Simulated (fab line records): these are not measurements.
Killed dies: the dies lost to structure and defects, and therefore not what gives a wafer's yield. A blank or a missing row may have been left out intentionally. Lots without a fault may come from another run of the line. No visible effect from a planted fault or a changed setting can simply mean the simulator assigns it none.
Chamber matching | flow n5_finfet | N5_BEOL_M5_ALD_86 on ald_metal-04 has 4 sister chambers
The step deposits TaN, pulse time 2 s, purge time 3 s, co reactant purge time 2 s. 8 wafers are shown with their chamber, then 11 later ones without.

## EACH WAFER AND ITS CHAMBER
wafer  | chamber | heater_power_w (W) | mfc_carrier_sccm (sccm)
L083.3 | 2       | 364                | 1500
L083.4 | 0       | 409                | 1498
L084.2 | 1       | 414                | 1502
L084.3 | 0       | 412                | 1499
L088.2 | 3       | 383                | 1502
L088.3 | 1       | 415                | 1509
L088.5 | 3       | 386                | 1493
L087.1 | 2       | 370                | 1499

## WAFERS WHOSE CHAMBER IS MISSING
wafer  | heater_power_w (W) | mfc_carrier_sccm (sccm)
L087.5 | 396                | 1496
L087.6 | 401                | 1508
L092.1 | 395                | 1502
L092.2 | 398                | 1494
L092.4 | 357                | 1498
L096.1 | 384                | 1498
L096.2 | 411                | 1502
L096.5 | 369                | 1502
L097.1 | 410                | 1504
L097.2 | 379                | 1502
L097.5 | 402                | 1502

## WHICH CHAMBER EACH WENT THROUGH
wafer  | from the rows above     | in truth
L087.5 | can't be placed: 3 or 0 | 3
L087.6 | can't be placed: 0 or 1 | 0
L092.1 | can't be placed: 3 or 0 | 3
L092.2 | can't be placed: 0 or 3 | 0
L092.4 | 2                       | 2
L096.1 | 3                       | 3
L096.2 | can't be placed: 0 or 1 | 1
L096.5 | 2                       | 2
L097.1 | can't be placed: 0 or 1 | 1
L097.2 | 3                       | 3
L097.5 | can't be placed: 0 or 1 | 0
Placed correctly: 4 of 11. Not placeable from these rows: 7 (in 7, the candidates include the true chamber). Number placed wrongly: 0.
How it was worked out, from the rows above alone: a wafer's distance from a chamber is the root of the sum, over the readings, of the square of ((its reading less the chamber's mean) divided by the reading's scatter). If the next closest chamber is less than 2 further off than the closest, the wafer can't be placed; otherwise it belongs to the closest. For every chamber, the mean is computed from those of its wafers that are shown. The scatter: the root of (the sum of the squares of (reading less its chamber's mean) over the shown wafers, divided by (wafers less chambers)).
